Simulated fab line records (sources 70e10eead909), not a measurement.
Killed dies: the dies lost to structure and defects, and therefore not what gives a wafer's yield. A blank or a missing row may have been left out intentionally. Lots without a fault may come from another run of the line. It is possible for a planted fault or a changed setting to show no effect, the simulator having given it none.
fab line records	flow nand_harc
[record] lots = 6	wafers = 18	last_day = 33
route steps=1302 shown P_CONTACT@224 END@1302
lots that met no fault: from a run of the same line without faults
start_h: start of the lot's first displayed wafer, in hours after the record's first day	wait_h: time in hours since the lot's previous step	" unchanged from the row above	L1.1+2: several wafers, shown together as one row	- either no value or no given start	* or withheld: withheld	< > ~ a bound
route shown NAME@n: NAME is a module with steps in the file, n the number in the route of the first one	usual: mean and standard deviation over wafers with no fault	same: alike in all rows	chamber/n: place in a boat	sites: each site's reading	_std_site: their standard deviation	_edge_site: outer sites' mean less inner sites'	radius_mm: how far each site lies from the wafer's centre	mask NAME#n: copy n	behind: the tool/chamber that last shaped the wafer	hold: reason for holding the lot/hours on hold/outcome of the hold	device: the transistor (n, p or np) that didn't switch	end of line: the tests these same wafers got at the end of their route	for a step that has no rows: nothing shown but its recipe	killed: not the wafer's yield, but the dies lost to structure and defects at the first sort	map: a wafer's dies, x killed, . not, _ none there
set.NAME: the run value of the setting; set.NAME@STEP: its run value at that earlier step	model.NAME: the simulator's own value behind a step, which no gauge read
lots at selected steps of the route; one table per step, one row per wafer
services: a tool's chamber out of use, with start hour (start_h, from the record's first day; less than 0 if before it), hours out, and reason
[[steps]]
[step NHARC_P_CONTACT_COAT_33]
[recipe] temp_c = 260	time_s = 75
[step NHARC_P_CONTACT_COAT_34]
[recipe] temp_c = 225	time_s = 65
[step NHARC_P_CONTACT_COAT_06]
[recipe] spin_rpm = 1500	resist_thk_nm = 90
[step NHARC_P_CONTACT_SOFTBAKE_07]
[recipe] temp_c = 105	time_s = 55
[step NHARC_P_CONTACT_EBR_08]
[step NHARC_P_CONTACT_EXPOSE_09]
[recipe] na = 1.35	target_cd_nm = 90	dose_mj = 81.26	mask_id = P_CA
[step NHARC_P_CONTACT_PEB_10]
[recipe] peb_temp_c = 100	peb_time_s = 65
[step NHARC_P_CONTACT_DEVELOP_11]
[recipe] develop_time_s = 35	dev_temp_c = 23
[step NHARC_P_CONTACT_CD_MEAS_12]
[recipe] target_cd_nm = 90	landing_energy_ev = 500
[usual] cd_nm = 89.6/0.51
lot.wafer	tool	chamber	start_h	wait_h	cd_nm
L656.1	cd_sem-03	0	168.81	-	90.0
L656.3	"	0	"	"	89.8
L656.5	"	0	"	"	90.2
L660.1	cd_sem-03	0	209.64	-	88.4
L660.3	"	0	"	"	89.8
L660.5	"	0	"	"	88.4
L663.3	cd_sem-03	0	232.32	-	89.9
L663.4	"	0	"	"	89.6
L663.5	"	0	"	"	89.2
L665.1	cd_sem-03	0	262.94	-	89.8
L665.3	"	0	"	"	90.3
L665.6	"	0	"	"	90.7
L666.1	cd_sem-03	0	266.64	-	89.6
L666.2	"	0	"	"	89.2
L666.6	"	0	"	"	89.0
L673.1	cd_sem-02	0	340.73	-	89.5
L673.2	"	0	"	"	89.2
L673.3	"	0	"	"	89.6
[step NHARC_P_CONTACT_OVL_MEAS_13]
[usual] overlay_x_nm = 0.2/0.66	overlay_y_nm = 0.1/0.87
lot.wafer	tool	chamber	start_h	wait_h	overlay_x_nm	overlay_y_nm
L656.1	overlay-02	-	168.90	-	0.5	-0.1
L656.3	"	-	"	"	0.6	-0.2
L656.5	"	-	"	"	0.4	-0.3
L660.1	overlay-02	-	209.73	-	0.1	0.4
L660.3	"	-	"	"	-0.3	1.0
L660.5	"	-	"	"	0.1	0.1
L663.3	overlay-01	-	232.41	-	0.9	0.5
L663.4	"	-	"	"	0.5	0.9
L663.5	"	-	"	"	1.1	1.1
L665.1	overlay-01	-	263.03	-	0.4	-0.4
L665.3	"	-	"	"	0.9	-0.1
L665.6	"	-	"	"	0.3	-0.3
L666.1	overlay-01	-	266.73	-	0.7	1.2
L666.2	"	-	"	"	0.9	0.3
L666.6	"	-	"	"	0.5	0.6
L673.1	overlay-01	-	340.82	-	-0.6	1.4
L673.2	"	-	"	"	-0.2	1.6
L673.3	"	-	"	"	0.0	1.5
[step NHARC_P_CONTACT_INSPECT_14]
[usual] raw_defect_count = 4.0/2.5
lot.wafer	tool	chamber	start_h	wait_h	raw_defect_count
L656.1	defect_inspect-02	-	168.94	0.0	2
L656.3	"	-	"	"	3
L656.5	"	-	"	"	5
L660.1	defect_inspect-01	-	209.76	0.0	6
L660.3	"	-	"	"	7
L660.5	"	-	"	"	0
L663.3	defect_inspect-02	-	232.45	0.0	3
L663.4	"	-	"	"	5
L663.5	"	-	"	"	5
L665.1	defect_inspect-01	-	263.06	0.0	13
L665.3	"	-	"	"	6
L665.6	"	-	"	"	6
L666.1	defect_inspect-01	-	266.77	0.0	2
L666.2	"	-	"	"	7
L666.6	"	-	"	"	5
L673.1	defect_inspect-01	-	340.86	0.0	4
L673.2	"	-	"	"	7
L673.3	"	-	"	"	6
[step NHARC_P_CONTACT_DESCUM_17]
[recipe] time_s = 3	o2_flow_sccm = 200	ar_flow_sccm = 0	bias_power_w = 0	chemistry = O2
[usual] drypump_motor_current_A = 6.0/0.49	oes_product_au = 1.002/0.01	rf_vpp_V = 57.8/0.89	showerhead_plenum_p_Torr = 1.92/0.072	throttle_valve_pct = 11.312/0.0089
lot.wafer	tool	chamber	start_h	wait_h	drypump_motor_current_A	oes_product_au	rf_hours_counter_h	rf_vpp_V	showerhead_plenum_p_Torr	throttle_valve_pct
L656.1	rie_diel-06	0	169.01	0.1	6.1	1.005	1.6	57.7	1.86	11.312
L656.3	"	1	"	"	5.9	0.988	1.6	58.4	2.02	11.306
L656.5	"	0	"	"	6.1	0.993	-	57.3	1.86	11.308
L660.3	rie_diel-06	2	209.84	0.1	6.6	1.007	3.4	57.4	1.89	11.320
L660.1	"	3	"	"	5.9	1.013	4.5	57.7	1.81	11.320
L660.5	"	0	"	"	6.1	0.995	-	58.2	1.86	11.318
L663.3	rie_diel-06	3	232.52	0.1	6.0	1.009	6.8	56.1	1.81	11.317
L663.4	"	0	"	"	6.1	0.991	7.2	57.7	1.86	11.302
L663.5	"	2	"	"	6.6	1.003	-	57.3	1.89	11.330
L665.3	rie_diel-06	3	263.13	0.1	5.9	1.009	8.4	57.0	1.81	11.315
L665.1	"	1	"	"	5.9	1.002	8.4	59.7	2.02	11.296
L665.6	"	3	"	"	5.9	1.006	-	56.6	1.81	11.312
L666.1	rie_diel-05	3	266.84	0.1	4.8	1.024	0.7	57.5	1.92	11.320
L666.2	"	1	"	"	6.4	1.012	0.7	59.4	1.85	11.308
L666.6	"	3	"	"	4.8	1.018	-	56.8	1.92	11.314
L673.3	rie_diel-02	3	340.92	0.1	5.6	1.001	2.6	57.0	1.98	11.309
L673.2	"	1	"	"	6.2	1.004	2.1	58.3	2.04	11.311
L673.1	"	2	"	"	6.4	0.988	2.8	57.5	1.89	11.309
[step NHARC_P_CONTACT_ETCH_35]
[recipe] target_depth_a = 390	over_etch_frac = 0.3	time_s = 65	ion_energy_ev = 80	cf4_flow_sccm = 150	ar_flow_sccm = 0	rf_w = 300	bias_w = 100	chemistry = CF4
[usual] drypump_motor_current_A = 6.0/0.5	oes_product_au = 1.001/0.0095	rf_vpp_V = 151.3/1	showerhead_plenum_p_Torr = 1.77/0.063	throttle_valve_pct = 13.284/0.0082
[same] over_etch_frac = 0.3
lot.wafer	tool	chamber	start_h	wait_h	drypump_motor_current_A	oes_product_au	rf_hours_counter_h	rf_vpp_V	showerhead_plenum_p_Torr	throttle_valve_pct
L656.3	rie_diel-06	0	169.10	0.1	6.1	1.000	1.6	151.1	1.72	13.291
L656.1	"	3	"	"	5.9	1.008	1.6	151.8	1.68	13.282
L656.5	"	0	"	"	6.1	0.998	-	151.8	1.72	13.271
L660.1	rie_diel-06	3	209.91	0.1	5.9	1.001	4.5	149.4	1.68	13.287
L660.3	"	0	"	"	6.1	0.997	4.5	150.8	1.72	13.287
L660.5	"	0	"	"	6.1	0.999	-	150.4	1.72	13.291
L663.3	rie_diel-06	1	232.59	0.1	5.8	0.858	7.1	152.1	1.86	13.271
L663.4	"	3	"	"	5.9	0.861	6.9	150.3	1.68	13.285
L663.5	"	2	"	"	6.6	0.859	-	149.8	1.75	13.283
L665.3	rie_diel-06	3	263.22	0.1	5.9	0.865	8.4	150.1	1.68	13.292
L665.1	"	0	"	"	6.1	0.843	8.7	150.4	1.72	13.287
L665.6	"	2	"	"	6.6	0.848	-	150.8	1.75	13.281
L666.1	rie_diel-05	3	266.92	0.1	4.8	1.008	0.7	152.2	1.77	13.276
L666.2	"	0	"	"	6.1	1.003	0.9	151.7	1.83	13.285
L666.6	"	3	"	"	4.8	1.004	-	152.7	1.77	13.291
L673.3	rie_diel-02	3	341.00	0.1	5.6	0.995	2.6	151.7	1.82	13.285
L673.2	"	0	"	"	6.4	1.000	2.6	151.9	1.71	13.283
L673.1	"	2	"	"	6.4	0.988	2.8	151.5	1.75	13.273
[step NHARC_P_CONTACT_ETCH_36]
[recipe] target_depth_a = 2600	over_etch_frac = 0.25	time_s = 406.25	ion_energy_ev = 200	n2_flow_sccm = 150	h2_flow_sccm = 150	ar_flow_sccm = 0	rf_w = 400	bias_w = 150	chemistry = N2/H2
[usual] drypump_motor_current_A = 6.0/0.49	h2_flow_sccm = 150.0/0.47	oes_product_au = 1.003/0.0085	rf_vpp_V = 430.8/2.3	showerhead_plenum_p_Torr = 2.05/0.08	throttle_valve_pct = 14.170/0.009
[same] over_etch_frac = 0.25
lot.wafer	tool	chamber	start_h	wait_h	drypump_motor_current_A	h2_flow_sccm	oes_product_au	rf_hours_counter_h	rf_vpp_V	showerhead_plenum_p_Torr	throttle_valve_pct
L656.3	rie_diel-06	1	-	-	5.9	149.8	0.992	1.7	434.2	2.15	14.166
L656.1	"	3	"	"	5.9	150.1	1.016	1.7	427.5	1.93	14.182
L656.5	"	1	"	"	5.9	149.8	0.995	-	432.9	2.15	14.160
L660.1	rie_diel-06	2	-	-	6.6	150.2	0.999	3.4	430.4	2.01	14.176
L660.3	"	0	"	"	6.1	149.2	0.997	4.6	427.8	1.98	14.175
L660.5	"	1	"	"	5.9	150.0	0.991	-	432.8	2.15	14.154
L663.4	rie_diel-06	0	-	-	6.1	150.1	0.994	7.3	430.8	1.98	14.164
L663.3	"	1	"	"	5.9	151.1	0.996	7.2	433.6	2.15	14.175
L663.5	"	1	"	"	5.9	150.3	0.994	-	435.2	2.15	14.179
L665.3	rie_diel-06	0	-	-	6.1	150.4	0.994	8.8	428.0	1.98	14.158
L665.1	"	1	"	"	5.9	150.5	1.004	8.5	433.8	2.15	14.159
L665.6	"	3	"	"	5.9	150.1	1.007	-	426.9	1.92	14.169
L666.1	rie_diel-05	1	-	-	6.4	150.4	1.008	0.7	429.4	1.97	14.176
L666.2	"	0	"	"	6.1	150.6	1.015	0.9	433.1	2.12	14.173
L666.6	"	1	"	"	6.4	149.8	1.006	-	428.1	1.97	14.186
L673.3	rie_diel-02	0	-	-	6.4	150.4	1.004	2.7	428.7	1.96	14.169
L673.1	"	1	"	"	6.2	149.5	1.016	2.2	434.7	2.18	14.177
L673.2	"	2	"	"	6.4	150.7	0.997	2.8	430.1	2.02	14.181
[step NHARC_END_SORT_01]
[recipe] temp_c = 25
[usual] killed_at_array = 49/18	killed_at_other = 0.7/1.1	killed_at_periphery = 4.0/2.6	killed_dies = 54/19	killed_open = 3.4/1.7	killed_short = 2.5/1.7
[same] gross_dies = 677
lot.wafer	tool	chamber	start_h	wait_h	killed_at_array	killed_at_other	killed_at_periphery	killed_dies	killed_open	killed_short
L660.3	prober-01	0	647.01	3.1	29	1	6	36	2	4
L663.3	prober-02	0	680.68	3.2	27	0	21	48	3	2
L663.4	prober-02	0	681.50	3.5	31	0	6	37	2	3
L663.5	prober-02	0	682.31	3.8	22	0	7	29	3	1
L665.1	prober-01	0	692.48	2.5	63	0	11	74	3	3
L665.3	prober-01	0	694.08	3.1	80	0	6	86	6	4
L665.6	prober-01	0	696.49	4.0	46	1	10	57	4	4
// killed by level:class
L660.3 A_CHANNEL_HOLE_D2:chamber_film_flake=13 P_GATE:chamber_film_flake=3 A_CHANNEL_HOLE_D1:chamber_film_flake=3 A_STAIRCASE:chamber_film_flake=3 A_CHANNEL_FILL_D2:geometric_particle:short=2 A_CHANNEL_FILL_D2:chamber_film_flake=2 A_CONTACT:chamber_film_flake=2 P_M1:geometric_particle:open=1
L663.3 P_CONTACT:area_etch=17 A_CHANNEL_HOLE_D2:chamber_film_flake=10 A_CHANNEL_HOLE_D1:chamber_film_flake=8 A_STAIRCASE:chamber_film_flake=4 A_CONTACT:chamber_film_flake=2 P_CONTACT:geometric_particle:short=1 P_CONTACT:geometric_particle:open=1 P_M1:geometric_particle:open=1
L663.4 A_CHANNEL_HOLE_D2:chamber_film_flake=17 A_CHANNEL_HOLE_D1:chamber_film_flake=5 P_GATE:chamber_film_flake=2 A_ZERO_WELL:chamber_film_flake=2 A_SLIT:chamber_film_flake=2 P_GATE:geometric_particle:open=1 P_CONTACT:geometric_particle:short=1 P_M1:geometric_particle:open=1
L663.5 A_CHANNEL_HOLE_D2:chamber_film_flake=10 A_CHANNEL_HOLE_D1:chamber_film_flake=4 A_STAIRCASE:chamber_film_flake=3 P_M0:geometric_particle:open=2 P_ZERO_WELL:chamber_film_flake=2 A_SLIT:chamber_film_flake=2 A_CHANNEL_FILL_D2:geometric_particle:open=1 A_M0:geometric_particle:short=1
L665.1 A_CHANNEL_HOLE_D1:chamber_film_flake=30 A_CHANNEL_HOLE_D2:chamber_film_flake=22 P_GATE:chamber_film_flake=3 A_STAIRCASE:chamber_film_flake=3 P_CONTACT:area_etch=3 P_ZERO_WELL:chamber_film_flake=2 A_SLIT:chamber_film_flake=2 A_CONTACT:chamber_film_flake=2
L665.3 A_CHANNEL_HOLE_D1:chamber_film_flake=35 A_CHANNEL_HOLE_D2:chamber_film_flake=23 A_CONTACT:chamber_film_flake=6 P_GATE:chamber_film_flake=3 A_SLIT:chamber_film_flake=3 A_STAIRCASE:chamber_film_flake=3 A_WL_FILL:geometric_particle:open=2 A_WL_FILL:geometric_particle:short=2
L665.6 A_CHANNEL_HOLE_D1:chamber_film_flake=17 A_CHANNEL_HOLE_D2:chamber_film_flake=13 A_CONTACT:chamber_film_flake=5 P_GATE:chamber_film_flake=4 P_CONTACT:area_etch=4 A_STAIRCASE:chamber_film_flake=3 A_ONON_D1:geometric_particle:open=1 A_CHANNEL_HOLE_D1:geometric_particle:open=1
[[services]]
tool	chamber	start_h	hours	kind
rie_diel-05	2	157.55	7.6	repair
rie_diel-02	2	160.94	7.8	repair
rie_diel-06	0	163.81	-	clean
rie_diel-06	1	163.81	-	clean
rie_diel-06	2	163.81	-	clean
rie_diel-06	3	163.81	-	clean
rie_diel-06	2	167.73	6.7	repair
rie_diel-06	0	188.31	-	clean
rie_diel-06	1	188.31	-	clean
rie_diel-06	2	188.31	-	clean
rie_diel-06	3	188.31	-	clean
rie_diel-06	0	212.81	-	clean
rie_diel-06	1	212.81	-	clean
rie_diel-06	2	212.81	-	clean
rie_diel-06	3	212.81	-	clean
rie_diel-02	-	214.88	0.4	repair
rie_diel-02	-	216.70	9.0	pm
rie_diel-05	1	220.52	3.8	repair
rie_diel-05	-	229.60	9.0	pm
rie_diel-06	0	237.31	-	clean
rie_diel-06	-	242.11	1.4	repair
rie_diel-02	1	285.05	5.2	repair
rie_diel-05	0	295.10	22.1	repair
rie_diel-06	-	307.31	9.0	pm
[[key]]
[first_sign] step = NHARC_P_CONTACT_ETCH_35	reading = oes_product_au	direction = down	sigmas = 15	usual = 1.001	struck = 0.856
[effect] step = NHARC_END_SORT_01	reading = killed_at_periphery	direction = up	sigmas = 2.4	usual = 4.0	struck = 10.2	wafers_moved = 2
met_at NHARC_P_CONTACT_ETCH_35
struck_wafers L663.3,L663.4,L663.5,L665.1,L665.3,L665.6
tester_left_out L663,L665
onset_between 209.91 232.59
[fault] kind = process_parameter_drift	tool = rie_diel-06	chamber = -	onset_h = 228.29	steps = NHARC_P_CONTACT_ETCH_35	channel = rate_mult	offset = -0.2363	shape = step	end_h = 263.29
// tester_left_out: of these lots the tester's yield and bins aren't shown, on N5 and GAA mostly nor the transistor test; their killed dies are dies lost to structure and defects alone, not to doping, threshold or leakage, so they don't give the yield
